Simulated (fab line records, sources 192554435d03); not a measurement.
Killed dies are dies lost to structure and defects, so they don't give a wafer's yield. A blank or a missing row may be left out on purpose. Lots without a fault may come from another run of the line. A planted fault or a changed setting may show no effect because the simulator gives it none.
fab line records | flow n5_finfet
record lots=9 wafers=27 last_day=19
route steps=1938 shown FIN_CUT@169 BEOL_M4@1111 PAD_METAL@1893 PASSIVATION@1916
lots that met no fault: from a run of the same line without faults
start_h: hours from the record's first day to the start of the lot's first wafer shown | wait_h: hours since the lot's step before | " the same as in the row above | L1.1+2: a row that stands for several wafers | - no value, or no start given | * or withheld: withheld | < > ~ a bound
route shown NAME@n: a module of which the file shows steps, and the number in the route of the first | usual: mean/standard deviation of fault-free wafers | same: alike in all rows | chamber/n: place in a boat | sites: the reading at each site | _std_site: their standard deviation | _edge_site: outer sites' mean less inner sites' | radius_mm: how far each site lies from the wafer's centre | mask NAME#n: copy n | behind: the tool/chamber that last shaped the wafer | hold: why the lot was held/for how many hours/how that ended | device: the transistor (n, p or np) that didn't switch | end of line: the same wafers' tests at the end of the route | a step without rows: its recipe alone | killed: dies lost to structure and defects at the first sort, not the wafer's yield | map: a wafer's dies, x killed, . not, _ none there
set.NAME: the setting as run; set.NAME@STEP: as run at that earlier step | model.NAME: the simulator's own value behind a step, which no gauge read
steps of the route over a sample of lots; a table a step, a row a wafer
services: from which hour (start_h, from the record's first day; less than 0 if before it) a tool's chamber was out of use, for how many hours, and why
## steps
# step N5_FIN_CUT_ETCH_21
# recipe chemistry=N2/H2 target=SOC target_depth_a=2190 overetch_a=438 mask_material=SiARC temp_c=40 ion_energy_ev=100 bias_w=61 time_s=523.5 pressure_mtorr=30 source_w=850 n2_flow_sccm=200 h2_flow_sccm=200
# usual drypump_motor_current_A=5.6/0.38 n2_flow_sccm=200.0/0.55 oes_product_au=0.72/0.069 rf_vpp_V=241.1/1.3 showerhead_plenum_p_Torr=2.57/0.086 throttle_valve_pct=17.99/0.27
# same time_s=523.5
# columns lot.wafer tool chamber start_h wait_h drypump_motor_current_A n2_flow_sccm oes_product_au rf_hours_counter_h rf_vpp_V showerhead_plenum_p_Torr throttle_valve_pct
L491.1 rie_diel-02 3 45.17 0.0 5.8 199.6 0.64 233 239.6 2.41 18.02
L491.2 " 2 " " 5.7 200.2 0.73 112 241.9 2.67 17.76
L491.4 " 1 " " 6.1 199.9 0.91 1 241.4 2.60 18.03
L492.1 rie_diel-02 0 52.08 0.0 5.6 200.5 0.75 64 240.7 2.60 17.92
L492.2 " 2 " " 5.7 200.0 0.73 114 242.0 2.67 17.77
L492.4 " 0 " " 5.5 199.9 0.76 - 240.7 2.59 17.93
L494.2 rie_diel-05 2 64.02 0.0 5.7 199.7 0.72 117 239.3 2.44 17.94
L494.3 " 1 " " 6.2 199.4 0.79 47 240.1 2.60 18.07
L494.4 " 3 " " 5.4 200.0 0.71 136 240.6 2.43 17.65
L500.1 rie_diel-05 2 99.55 0.0 5.7 200.3 0.71 129 239.1 2.44 17.95
L500.2 " 0 " " 5.0 198.8 0.63 227 241.7 2.64 18.58
L500.3 " 1 " " 6.2 200.7 0.77 59 242.2 2.60 18.10
L504.1 rie_diel-02 0 122.59 0.0 5.6 200.9 0.74 89 241.6 2.58 17.97
L504.5 " 1 " " 6.1 199.1 0.83 - 241.0 2.59 18.09
L504.6 " 0 " " 5.5 200.7 0.74 - 241.4 2.58 17.96
L505.1 rie_diel-02 1 128.45 0.0 6.1 199.8 0.82 31 240.2 2.59 18.07
L505.2 " 2 " " 5.8 199.7 0.70 140 241.5 2.66 17.81
L505.4 " 2 " " 5.7 200.4 0.70 - 240.7 2.66 17.80
L506.2 rie_diel-05 1 134.42 0.0 6.2 199.4 0.77 68 241.6 2.59 18.13
L506.4 " 2 " " 5.7 201.4 0.70 138 239.8 2.44 17.96
L506.5 " 1 " " 6.2 200.6 0.76 - 241.6 2.59 18.10
L507.2 rie_diel-02 1 141.15 0.0 6.0 200.4 0.81 36 242.4 2.59 18.09
L507.4 " 2 " " 5.7 200.3 0.70 144 241.7 2.66 17.82
L507.6 " 1 " " 6.0 200.7 0.82 - 241.9 2.59 18.06
L510.1 rie_diel-02 3 159.47 0.0 5.7 199.7 0.87 9 243.3 2.72 17.63
L510.3 " 2 " " 5.7 200.6 0.70 149 243.2 2.66 17.83
L510.4 " 1 " " 6.1 200.0 0.81 41 241.3 2.59 18.10
# step N5_BEOL_M4_RC_MEAS_101
# usual DIBL_N=36.1/1.6 DIBL_P=35.7/1.8 IOFF_N=0.159/0.027 IOFF_P=0.21/0.03 ION_N=673/10 ION_P=462/7.4 SS_N=71.4/0.56 SS_P=73.2/0.61 VT_N=249.7/3 VT_P=-250/3.1
# columns lot.wafer tool chamber start_h wait_h DIBL_N[mV/V] DIBL_P[mV/V] IOFF_N[nA/um] IOFF_P[nA/um] ION_N[uA/um] ION_P[uA/um] SS_N[mV/dec] SS_P[mV/dec] VT_N[mV] VT_P[mV]
L491.1 prober-02 0 183.10 0.0 33.5 30.8 0.133 0.20 683 480 70.9 72.1 249.5 -248
L491.2 " 0 " " 35.2 33.0 0.156 0.23 686 476 70.7 72.6 249.5 -246
L491.4 " 0 " " 37.1 34.6 0.187 0.26 677 471 72.3 73.4 245.7 -244
L492.2 prober-02 0 185.32 0.2 36.6 35.8 0.136 0.18 662 451 71.7 73.1 253.1 -254
L494.2 prober-02 0 198.93 0.2 36.3 36.8 0.176 0.18 673 447 72.0 73.6 248.2 -254
L494.3 " 0 " " 36.4 36.8 0.164 0.18 676 449 72.0 73.6 250.7 -252
L494.4 " 0 " " 36.9 38.2 0.171 0.22 683 455 72.6 73.5 250.2 -252
L500.1 prober-01 0 237.41 0.0 38.7 37.3 0.185 0.24 683 466 71.8 73.4 248.5 -250
L500.2 " 0 " " 37.7 36.7 0.170 0.22 676 463 71.8 74.3 249.2 -248
L500.3 " 0 " " 36.6 34.5 0.151 0.19 654 450 71.3 73.6 253.6 -251
L504.1 prober-02 0 255.59 0.0 36.1 36.2 0.161 0.22 682 473 72.0 72.8 248.9 -245
L504.5 " 0 " " 35.4 35.9 0.151 0.22 681 466 71.7 73.7 250.4 -246
L504.6 " 0 " " 37.2 38.5 0.198 0.26 694 471 71.3 72.9 244.0 -246
L505.1 prober-02 0 276.55 0.0 35.1 36.0 0.152 0.20 684 468 71.3 72.8 249.8 -252
L505.2 " 0 " " 38.1 38.5 0.243 0.25 688 466 72.3 73.2 242.1 -249
L505.4 " 0 " " 35.5 36.5 0.172 0.20 685 461 72.0 72.8 246.1 -249
L506.2 prober-01 0 281.48 0.2 35.4 35.2 0.131 0.18 675 462 70.7 72.7 249.4 -251
L506.4 " 0 " " 38.7 38.5 0.195 0.23 679 463 71.5 74.0 246.7 -249
L506.5 " 0 " " 39.3 38.7 0.200 0.23 686 466 71.9 74.1 248.2 -246
L507.2 prober-02 0 282.93 0.2 37.5 34.8 0.156 0.19 660 450 71.6 73.1 251.8 -251
L507.4 " 0 " " 34.7 31.6 0.118 0.15 643 447 71.4 72.4 254.1 -255
L507.6 " 0 " " 36.6 34.2 0.154 0.19 677 460 70.9 73.1 250.6 -256
L510.1 prober-01 0 341.71 0.0 35.2 34.8 0.156 0.22 662 460 71.1 73.1 247.2 -244
L510.3 " 0 " " 34.7 33.7 0.139 0.20 670 468 70.9 72.1 251.6 -245
L510.4 " 0 " " 36.7 36.9 0.201 0.26 694 482 71.0 73.1 243.3 -242
# step N5_PASSIVATION_DEGAS_18
# recipe ambient=vacuum temp_c=300 time_s=60
# usual heater_power_w=449/37
# same time_s=60
# columns lot.wafer tool chamber start_h wait_h heater_power_w
L491.1 pvd_sputter-01 - 286.66 0.7 420
L491.2 " - " " 459
L491.4 " - " " 487
L492.2 pvd_sputter-01 - 287.52 0.9 502
L494.2 pvd_sputter-01 - 297.33 0.1 502
L494.3 " - " " 426
L494.4 " - " " 424
L500.1 pvd_sputter-03 - 334.91 0.4 486
L500.2 " - " " 385
L500.3 " - " " 494
L504.1 pvd_sputter-03 - 362.11 2.4 374
L504.5 " - " " 476
L504.6 " - " " 378
L505.1 pvd_sputter-02 - 370.29 0.4 426
L505.2 " - " " 473
L505.4 " - " " 475
L507.2 pvd_sputter-03 - 374.34 0.3 376
L507.4 " - " " 488
L507.6 " - " " 488
L506.2 pvd_sputter-01 - 374.83 0.7 513
L506.4 " - " " 424
L506.5 " - " " 417
L510.1 pvd_sputter-01 - 444.31 0.3 455
L510.3 " - " " 425
L510.4 " - " " 519
# step N5_PASSIVATION_PECVD_35
# recipe material=SiNx target_thk_a=7000 temp_c=400 precursor=SiH4/NH3/N2 pressure_torr=4.9 rf_w=1406 time_s=151.3
# usual chamber_pressure_Torr=4.899/0.011 heater_power_w=387/81 showerhead_plenum_p_Torr=8.65/0.03 throttle_valve_pct=28.4/1.2
# same time_s=151.3
# columns lot.wafer tool chamber start_h wait_h chamber_pressure_Torr heater_power_w showerhead_plenum_p_Torr throttle_valve_pct
L491.1 pecvd-02 0 288.62 0.1 4.887 439 8.65 29.3
L491.2 " 1 " " 4.915 251 8.65 29.1
L491.4 " 2 " " 4.895 355 8.68 27.3
L492.2 pecvd-03 2 289.48 0.1 4.901 390 8.60 26.0
L494.2 pecvd-04 0 299.52 0.1 4.898 456 8.66 28.8
L494.3 " 2 " " 4.887 415 8.65 27.1
L494.4 " 2 " " 4.889 277 8.65 27.4
L500.1 pecvd-02 0 337.03 0.1 4.895 416 8.64 29.5
L500.2 " 2 " " 4.902 259 8.64 27.5
L500.3 " 1 " " 4.896 364 8.62 29.2
L504.1 pecvd-04 1 364.15 0.1 4.898 524 8.67 27.7
L504.5 " 1 " " 4.884 564 8.68 28.0
L504.6 " 0 " " 4.905 426 8.68 29.2
L505.1 pecvd-04 2 372.43 0.1 4.909 378 8.63 28.0
L505.2 " 1 " " 4.883 573 8.69 28.0
L505.4 " 2 " " 4.893 413 8.65 27.7
L507.2 pecvd-02 2 376.59 0.1 4.901 290 8.66 27.7
L507.4 " 1 " " 4.900 343 8.65 28.9
L507.6 " 0 " " 4.906 466 8.66 29.4
L506.2 pecvd-03 1 376.91 0.1 4.892 311 8.69 28.2
L506.4 " 1 " " 4.902 358 8.65 28.5
L506.5 " 2 " " 4.901 420 8.58 26.1
L510.1 pecvd-02 0 446.40 0.1 4.899 384 8.63 29.5
L510.3 " 2 " " 4.901 361 8.69 28.1
L510.4 " 0 " " 4.910 414 8.63 29.5
# step N5_PASSIVATION_OVL_MEAS_66
# recipe points_per_wafer=44
# usual PASS_OPEN_OVL=-2/6.2
# columns lot.wafer tool chamber start_h wait_h PASS_OPEN_OVL[nm]
L491.1 overlay-01 0 289.09 0.0 2
L491.2 " 0 " " 8
L491.4 " 0 " " -6
L492.2 overlay-01 0 290.07 0.0 5
L494.2 overlay-02 0 300.11 0.0 5
L494.3 " 0 " " -2
L494.4 " 0 " " 0
L500.1 overlay-01 0 337.62 0.0 2
L500.2 " 0 " " 10
L500.3 " 0 " " 4
L504.1 overlay-02 0 364.61 0.0 -4
L504.5 " 0 " " -6
L504.6 " 0 " " 10
L505.1 overlay-01 0 373.07 0.0 -2
L505.2 " 0 " " -7
L505.4 " 0 " " -8
L507.2 overlay-01 0 377.06 0.0 -6
L507.4 " 0 " " 3
L507.6 " 0 " " -1
L506.2 overlay-01 0 377.37 0.0 -2
L506.4 " 0 " " -5
L506.5 " 0 " " 3
L510.1 overlay-01 0 446.86 0.0 3
L510.3 " 0 " " 8
L510.4 " 0 " " 0
# step N5_PASSIVATION_PROBE_49
# usual defect_limited_yield=91.0/1.3 killed_at_M0_to_M3=33/10 killed_at_M4_up=14/5.6 killed_at_contacts=12/5.8 killed_at_front_end=43/11 killed_at_other=4.1/2.8 killed_dies=106/15 killed_on_rim=14/3.9 killed_open=70/12 killed_short=34/7.5 sort_bin_4_leakage=0.00/0.0099 sort_bin_5_function=5.3/0.88 sort_bin_6_memory=3.3/0.64 sort_bin_8_speed=0.00/0.016 sort_n_pass=1074/15 sort_yield_pct=91.0/1.3
# same gross_dies=1180 killed_at_back_side=0
# columns lot.wafer tool chamber start_h wait_h defect_limited_yield[%] killed_at_M0_to_M3 killed_at_M4_up killed_at_contacts killed_at_front_end killed_at_other killed_dies killed_on_rim killed_open killed_short sort_bin_4_leakage[%] sort_bin_5_function[%] sort_bin_6_memory[%] sort_bin_8_speed[%] sort_n_pass sort_yield_pct[%]
L491.1 prober-01 - 292.20 0.0 92.4 30 17 9 30 4 90 16 67 23 0 4.5 3.0 0 1090 92.4
L491.2 prober-01 - 292.25 0.1 91.4 36 10 7 43 5 101 14 68 27 0 5.7 2.5 0 1079 91.4
L491.4 prober-01 - 292.35 0.2 88.8 55 13 17 44 3 132 21 77 52 0 6.1 4.8 0 1048 88.8
L492.1 prober-02 - 293.17 0.0 30.4 34 13 9 764 1 821 132 65 26 0 67.2 2.0 0 359 30.4
L492.2 prober-02 - 293.22 0.1 90.8 39 16 9 42 2 108 17 75 32 0 5.3 3.6 0 1072 90.8
L492.4 prober-02 - 293.32 0.2 34.2 56 11 9 699 1 776 112 74 38 0 61.7 3.8 0 404 34.2
L494.2 prober-02 - 303.49 0.1 89.1 22 17 20 63 7 129 12 79 50 0 6.4 4.1 0 1051 89.1
L494.3 prober-02 - 303.54 0.1 89.2 30 11 17 65 4 127 17 94 29 0 6.7 3.6 0 1053 89.2
L494.4 prober-02 - 303.59 0.2 89.6 33 12 21 49 8 123 21 100 22 0 5.7 4.6 0 1057 89.6
L507.2 prober-02 - 380.21 0.1 91.9 40 6 13 34 2 95 10 61 30 0 4.9 2.5 0 1085 91.9
L507.4 prober-02 - 380.31 0.2 93.3 21 8 19 26 5 79 6 60 19 0 3.2 3.3 0 1101 93.3
L507.6 prober-02 - 380.41 0.3 92.2 33 6 22 31 0 92 12 59 30 0 4.7 2.6 0 1088 92.2
L506.2 prober-01 - 381.05 0.1 90.8 50 9 8 41 0 108 15 75 33 0 5.3 3.4 0 1072 90.8
L506.4 prober-01 - 381.15 0.2 88.9 46 14 25 43 3 131 18 89 40 0 6.5 4.0 0.08 1049 88.9
L506.5 prober-01 - 381.20 0.2 90.9 41 14 14 36 2 107 17 65 40 0 6.2 2.7 0 1073 90.9
# killed by level:class
L491.1 BEOL_M3:geometric_particle:open=11 BEOL_M4:geometric_particle:open=10 BEOL_M2:geometric_particle:open=8 MOL_CONTACT_COAG:geometric_particle:open=8 DUMMY_GATE:geometric_particle:open=6 STI_FIN_REVEAL:geometric_particle:open=5 ILD0:geometric_particle:short=4 BEOL_M4:geometric_particle:short=4
L491.2 BEOL_M2:geometric_particle:open=10 BEOL_M3:geometric_particle:open=10 FIN_SAQP:geometric_particle:open=8 STI_FIN_REVEAL:geometric_particle:open=8 DUMMY_GATE:geometric_particle:open=5 BEOL_M4:geometric_particle:open=5 GATE_CUT:geometric_particle:short=4 MOL_CONTACT_COAG:geometric_particle:open=4
L491.4 FIN_SAQP:geometric_particle:short=12 BEOL_M0_SAQP:geometric_particle:short=11 MOL_CONTACT_COAG:geometric_particle:open=11 BEOL_M0_SAQP:geometric_particle:open=11 FIN_SAQP:geometric_particle:open=10 BEOL_M1:geometric_particle:open=7 BEOL_M3:geometric_particle:open=7 BEOL_M2:geometric_particle:open=6
L492.1 FIN_CUT:area_etch=729 STI_FIN_REVEAL:geometric_particle:open=14 BEOL_M0_SAQP:geometric_particle:open=8 BEOL_M2:geometric_particle:open=8 MOL_CONTACT_COAG:geometric_particle:open=7 BEOL_M0_SAQP:geometric_particle:short=7 BEOL_M1:geometric_particle:open=6 FIN_SAQP:geometric_particle:open=5
L492.2 STI_FIN_REVEAL:geometric_particle:open=16 BEOL_M0_SAQP:geometric_particle:short=11 BEOL_M5:geometric_particle:open=9 BEOL_M0_SAQP:geometric_particle:open=8 MOL_CONTACT_COAG:geometric_particle:open=6 FIN_SAQP:geometric_particle:open=5 GATE_CUT:geometric_particle:short=5 BEOL_M3:geometric_particle:open=5
L492.4 FIN_CUT:area_etch=663 BEOL_M0_SAQP:geometric_particle:short=14 BEOL_M2:geometric_particle:open=12 MOL_CONTACT_COAG:geometric_particle:open=9 BEOL_M0_SAQP:geometric_particle:open=9 STI_FIN_REVEAL:geometric_particle:open=8 FIN_SAQP:geometric_particle:open=7 FIN_SAQP:geometric_particle:short=7
L494.2 STI_FIN_REVEAL:geometric_particle:open=17 MOL_CONTACT_COAG:geometric_particle:open=17 FIN_SAQP:geometric_particle:open=9 BEOL_M2:geometric_particle:open=8 FIN_SAQP:geometric_particle:short=7 BEOL_M0_SAQP:geometric_particle:short=7 BEOL_M4:geometric_particle:open=7 DUMMY_GATE:geometric_particle:open=6
L494.3 STI_FIN_REVEAL:geometric_particle:open=26 MOL_CONTACT_COAG:geometric_particle:open=13 BEOL_M2:geometric_particle:open=8 BEOL_M4:geometric_particle:open=8 BEOL_M1:geometric_particle:open=7 FIN_SAQP:geometric_particle:open=6 FIN_SAQP:geometric_particle:short=5 STI_FIN_REVEAL:geometric_particle:short=4
L494.4 STI_FIN_REVEAL:geometric_particle:open=21 MOL_CONTACT_COAG:geometric_particle:open=18 BEOL_M2:geometric_particle:open=14 BEOL_M4:geometric_particle:open=7 BEOL_M1:geometric_particle:open=6 DUMMY_GATE:geometric_particle:open=5 STI_FIN_REVEAL:geometric_particle:short=4 BEOL_M0_SAQP:geometric_particle:open=4
L507.2 MOL_CONTACT_COAG:geometric_particle:open=12 STI_FIN_REVEAL:geometric_particle:open=11 BEOL_M0_SAQP:geometric_particle:short=10 FIN_SAQP:geometric_particle:short=9 BEOL_M0_SAQP:geometric_particle:open=8 BEOL_M1:geometric_particle:open=8 BEOL_M3:geometric_particle:open=7 GATE_CUT:geometric_particle:short=3
L507.4 MOL_CONTACT_COAG:geometric_particle:open=16 BEOL_M3:geometric_particle:open=7 BEOL_M0_SAQP:geometric_particle:open=5 FIN_SAQP:geometric_particle:open=4 STI_FIN_REVEAL:geometric_particle:open=4 DUMMY_GATE:geometric_particle:open=4 BEOL_M1:geometric_particle:open=4 DUMMY_GATE:geometric_particle:short=3
L507.6 MOL_CONTACT_COAG:geometric_particle:open=18 BEOL_M0_SAQP:geometric_particle:open=10 BEOL_M0_SAQP:geometric_particle:short=6 STI_FIN_REVEAL:geometric_particle:open=5 MOL_CONTACT_COAG:geometric_particle:short=4 BEOL_M1:geometric_particle:open=4 BEOL_M3:geometric_particle:open=4 BEOL_M4:geometric_particle:open=4
L506.2 BEOL_M0_SAQP:geometric_particle:short=13 BEOL_M3:geometric_particle:open=12 STI_FIN_REVEAL:geometric_particle:open=9 BEOL_M1:geometric_particle:open=9 MOL_CONTACT_COAG:geometric_particle:open=8 FIN_SAQP:geometric_particle:open=6 BEOL_M0_SAQP:geometric_particle:open=5 BEOL_M2:geometric_particle:open=5
L506.4 MOL_CONTACT_COAG:geometric_particle:open=20 BEOL_M3:geometric_particle:open=14 FIN_SAQP:geometric_particle:open=13 FIN_SAQP:geometric_particle:short=10 BEOL_M0:geometric_particle:open=8 BEOL_M0_SAQP:geometric_particle:open=6 STARTING-WAFER:geometric_particle:short=6 MOL_CONTACT_COAG:geometric_particle:short=5
L506.5 FIN_SAQP:geometric_particle:short=12 FIN_SAQP:geometric_particle:open=11 BEOL_M1:geometric_particle:open=10 MOL_CONTACT_COAG:geometric_particle:open=8 BEOL_M0_SAQP:geometric_particle:short=7 MOL_CONTACT_COAG:geometric_particle:short=6 BEOL_M0_SAQP:geometric_particle:open=6 STARTING-WAFER:geometric_particle:open=5
## services
# columns tool chamber start_h hours kind
rie_diel-02 0 28.01 4.1 repair
rie_diel-02 3 50.39 12.1 repair
pvd_sputter-01 - 58.65 1.9 repair
rie_diel-02 3 66.11 4.3 repair
rie_diel-05 0 66.63 1.9 repair
pvd_sputter-03 - 85.74 4.6 repair
pecvd-04 - 106.11 2.8 pm
pvd_sputter-01 - 112.84 13.6 repair
rie_diel-05 2 128.71 1.6 repair
pecvd-02 1 130.79 30.3 repair
pvd_sputter-01 - 136.42 1.1 repair
rie_diel-05 - 139.60 0.4 repair
pecvd-02 - 139.70 0.8 repair
pvd_sputter-03 - 159.89 2.5 repair
pecvd-04 - 166.65 1.6 repair
rie_diel-02 - 180.09 1.3 repair
rie_diel-05 1 213.02 4.7 repair
rie_diel-05 1 230.47 5.5 repair
rie_diel-02 1 230.65 2.4 repair
rie_diel-02 3 294.20 9.6 repair
pecvd-02 - 309.21 0.3 repair
pecvd-02 2 319.24 2.2 repair
pvd_sputter-01 - 320.59 12.8 repair
rie_diel-02 0 375.55 2.3 repair
## key
first_sign step=N5_PASSIVATION_PROBE_49 reading=sort_bin_5_function direction=up sigmas=67 usual=5.3 struck=64.4
effect step=N5_PASSIVATION_PROBE_49 reading=killed_at_front_end direction=up sigmas=64 usual=43 struck=732
more_kills_born_at N5_FIN_CUT_ETCH_21@rie_diel-02=1392
met_at N5_FIN_CUT_ETCH_21
struck_lots L492
struck_wafers L492.1,L492.4
later_rows_left_out L492.1,L492.4
not_acting_at N5_PASSIVATION_DEGAS_18,N5_PASSIVATION_PECVD_35,N5_PASSIVATION_OVL_MEAS_66
fault kind=process_parameter_drift tool=rie_diel-02 chamber=0 onset_h=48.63 steps=N5_FIN_CUT_ETCH_21 channel=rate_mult offset=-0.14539 shape=step end_h=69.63
# later_rows_left_out: the simulator's readings of these wafers behind a module that went badly wrong aren't trusted and aren't shown, but for the sort
